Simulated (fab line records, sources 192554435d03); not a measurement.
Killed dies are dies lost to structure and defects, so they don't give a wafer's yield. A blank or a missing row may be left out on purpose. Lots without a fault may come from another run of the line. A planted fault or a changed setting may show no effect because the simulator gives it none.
A struck lot beside a sound one | flow n5_finfet | 44 steps out of a route of 1938
Sound: wafers L256.3, L256.4, L256.5. Struck: wafer L275.3. (L275.4, L275.5 of the same lot were not struck and are left out.) The cause comes at the end.
At each step with rows: each side's tool, then ch and its chambers, then its first start. Under that, the readings that differ: sound wafers | struck wafers | difference of the means | sigmas: that difference in standard deviations of wafers without a fault.
alike: readings whose means differ by less than 2 such deviations, and words and numbers that are the same on both sides. not compared: withheld readings, readings that some wafer has no value for, bounds like >300 that may hide the same value, and numbers for which the record gives no deviation and whose values overlap.
The two part at a step that has a row with sigmas, a row that says differs or no value, or rows on one side only. Numbers that don't overlap but have no deviation are shown without sigmas and don't part them. A reading that every wafer of one side lacks parts them only if that side has two wafers or more.

first, 4 steps without rows for these wafers: N5_STI_FIN_REVEAL_ALD_14 (deposits Si3N4, target thk 3 nm); N5_STI_FIN_REVEAL_FCVD_FILL_01 (material SiO2 flowable, target thk 312 nm, time 512.2 s); N5_STI_FIN_REVEAL_DENSIFY_02 (time 1800 s); N5_STI_FIN_REVEAL_CMP_04 (polishes, stops on Si3N4, t overpolish 4 s, target thk 131.83 nm).
N5_STI_FIN_REVEAL_THK_MEAS_05:
  sound on film_metro-02, day 2 15:33; struck on film_metro-02, day 7 11:11
  alike: thk_nm
then, 1 step without rows for these wafers: N5_STI_FIN_REVEAL_DENSIFY_30.
N5_STI_FIN_REVEAL_ETCHBACK_08: etches SiO2 in C4F6/O2, target depth 30.5 nm, time 10.167 s.
  sound on rie_diel-05 ch 0,1,2, day 2 15:49; struck on rie_diel-04 ch 0, day 7 11:31
  reading                | sound             | struck | difference | sigmas
  throttle_valve_pct (%) | 21.13 21.20 20.99 | 21.87  | +0.76      | +3
  alike: C4F6_flow_sccm, drypump_motor_current_A, oes_f_703_au, oes_product_au, rf_vpp_V, showerhead_plenum_p_Torr
  not compared: rf_hours_counter_h
N5_STI_FIN_REVEAL_STRIP_24: strips in N2/H2, time 90 s.
  sound on rie_diel-05 ch 0,1,2, day 2 15:52; struck on rie_diel-04 ch 0, day 7 11:34
  reading                | sound             | struck | difference | sigmas
  throttle_valve_pct (%) | 12.11 12.38 12.16 | 12.78  | +0.56      | +2
  alike: drypump_motor_current_A, oes_product_au, rf_vpp_V, showerhead_plenum_p_Torr
  not compared: rf_hours_counter_h
then, 4 steps without rows for these wafers: N5_STI_FIN_REVEAL_PRECLEAN_25 (cleans in SPM, time 90 s); N5_STI_FIN_REVEAL_PRECLEAN_26 (cleans in SC1, time 45 s); N5_STI_FIN_REVEAL_PRECLEAN_29 (cleans in DHF, time 30 s); N5_STI_FIN_REVEAL_SRD_12 (time 30 s).
N5_STI_FIN_REVEAL_RECESS_09: chemistry HF/NH3, target SiO2, afs cycles 11, target depth 42.5 nm, sublimation time 60 s.
  sound on vapor_etch-01 ch 0,1, day 2 16:36; struck on vapor_etch-02 ch 0, day 7 12:19
  reading                     | sound             | struck | difference | sigmas
  drypump_motor_current_A (A) | 5.76 5.97 5.81    | 6.42   | +0.57      | +2
  temp_c (C)                  | 29.92 30.03 29.89 | 26.83  | -3.12      | -31
then, 2 steps without rows for these wafers: N5_STI_FIN_REVEAL_STRIP_16 (strips SiNx in H3PO4, target depth 23.8 nm); N5_STI_FIN_REVEAL_PRECLEAN_17 (cleans in NF3:NH3, afs cycles 1, time 20 s, sublimation time 60 s).
N5_STI_FIN_REVEAL_ETCH_34: etches Si in H2, material Si, target depth 0.97 nm.
  sound on rie_si-05 ch 1,2,3, day 2 18:10; struck on rie_si-05 ch 3, day 7 13:52
  alike: drypump_motor_current_A, he_backside_leak_sccm, oes_product_au, throttle_valve_pct
  not compared: rf_hours_counter_h
N5_STI_FIN_REVEAL_OXIDATION_31: chemistry O2 PLASMA REMOTE, time 20 s.
  sound on plasma_asher-02 ch 0,1, day 2 18:14; struck on plasma_asher-02 ch 0, day 7 13:57
  alike: drypump_motor_current_A, heater_power_w
  not compared: rf_hours_counter_h
then, 3 steps without rows for these wafers: N5_STI_FIN_REVEAL_PRECLEAN_32 (cleans in NF3:NH3, afs cycles 1, time 20 s, sublimation time 60 s); N5_STI_FIN_REVEAL_STRIP_35 (strips Si3N4 in H3PO4, target depth 4 nm, time 39 s); N5_STI_FIN_REVEAL_SRD_21 (time 30 s).
N5_STI_FIN_REVEAL_OXIDATION_33: chemistry O2 PLASMA REMOTE, time 20 s.
  sound on plasma_asher-01 ch 0,1, day 2 18:36; struck on plasma_asher-02 ch 0, day 7 14:19
  reading            | sound       | struck | difference | sigmas
  heater_power_w (W) | 128 139 143 | 170    | +33        | +2
  alike: drypump_motor_current_A
  not compared: rf_hours_counter_h
then, 2 steps without rows for these wafers: N5_STI_FIN_REVEAL_CLEAN_19 (cleans in O3/DIW, time 120 s); N5_STI_FIN_REVEAL_SRD_23 (time 30 s).
N5_STI_FIN_REVEAL_CD_MEAS_22: target cd 6.238 nm, pitch 28 nm.
  sound on cd_sem-02, day 2 18:44; struck on cd_sem-03, day 7 14:27
  alike: cd_nm
N5_STI_FIN_REVEAL_FIN_H_MEAS_10:
  sound on ocd-01, day 2 18:46; struck on ocd-01, day 7 14:29
  reading              | sound          | struck | difference | sigmas
  trench_depth_nm (nm) | 52.4 52.0 52.0 | 55.8   | +3.7       | +5
then, 2 steps without rows for these wafers: N5_STI_FIN_REVEAL_PRECLEAN_18 (cleans in SC2, time 45 s); N5_STI_FIN_REVEAL_SRD_28 (time 30 s).
N5_STI_FIN_REVEAL_INSPECT_13: inspects for defects (darkfield).
  sound on defect_inspect-01, day 2 18:52; struck on defect_inspect-01, day 7 14:34
  alike: raw_defect_count
then, 7 steps without rows for these wafers: N5_DUMMY_GATE_PRECLEAN_00 (cleans in O3/DIW, time 60 s); N5_DUMMY_GATE_SRD_01 (time 30 s); N5_DUMMY_GATE_ALD_02 (deposits SiO2, target thk 2 nm, pulse time 1 s); N5_DUMMY_GATE_CVD_03 (deposits a-Si from SiH4, target thk 150 nm, time 8042 s); N5_DUMMY_GATE_PRECLEAN_46 (cleans in DIW, time 89.5 s); N5_DUMMY_GATE_SRD_47 (dry time 32 s); N5_DUMMY_GATE_CMP_04 (polishes a-Si).
N5_DUMMY_GATE_THK_MEAS_05:
  sound on film_metro-01, day 2 23:13; struck on film_metro-02, day 7 18:45
  alike: thk_nm
then, 6 steps without rows for these wafers: N5_DUMMY_GATE_HM_DEP_06 (deposits SiNx from DCS/NH3, target thk 80 nm, time 5141 s); N5_DUMMY_GATE_PECVD_30 (deposits SiO2 from TEOS/O2, target thk 55 nm, time 10.8 s); N5_DUMMY_GATE_COAT_34 (time 60 s, resist thk 60 nm); N5_DUMMY_GATE_COAT_35 (time 60 s, resist thk 10 nm); N5_DUMMY_GATE_COAT_28 (time 60 s, resist thk 10 nm); N5_DUMMY_GATE_COAT_09 (resist thk 30 nm).
-- the record jumps here: 6 days lie between the struck wafers' starts before and after (it left off in module DUMMY_GATE and takes up again in module BEOL_M4, whose first step shown is number 1111 of the route) --
N5_BEOL_M4_RC_MEAS_101:
  sound on prober-01 ch 0, day 8 08:31; struck on prober-01 ch 0, day 13 18:33
  reading       | sound       | struck | difference | sigmas
  ION_N (uA/um) | 690 687 696 | 714    | +23        | +2
  ION_P (uA/um) | 465 470 466 | 503    | +36        | +4
  VT_N (mV)     | 241 243 243 | 250    | +8         | +2
  alike: DIBL_N, DIBL_P, IOFF_N, IOFF_P, SS_N, SS_P, VT_P
then, 1 step without rows for these wafers: N5_PASSIVATION_PROBE_49.

WHERE THEY PART
First at N5_STI_FIN_REVEAL_ETCHBACK_08; last, within this record, at N5_BEOL_M4_RC_MEAS_101.

WHY: what the simulator had put in
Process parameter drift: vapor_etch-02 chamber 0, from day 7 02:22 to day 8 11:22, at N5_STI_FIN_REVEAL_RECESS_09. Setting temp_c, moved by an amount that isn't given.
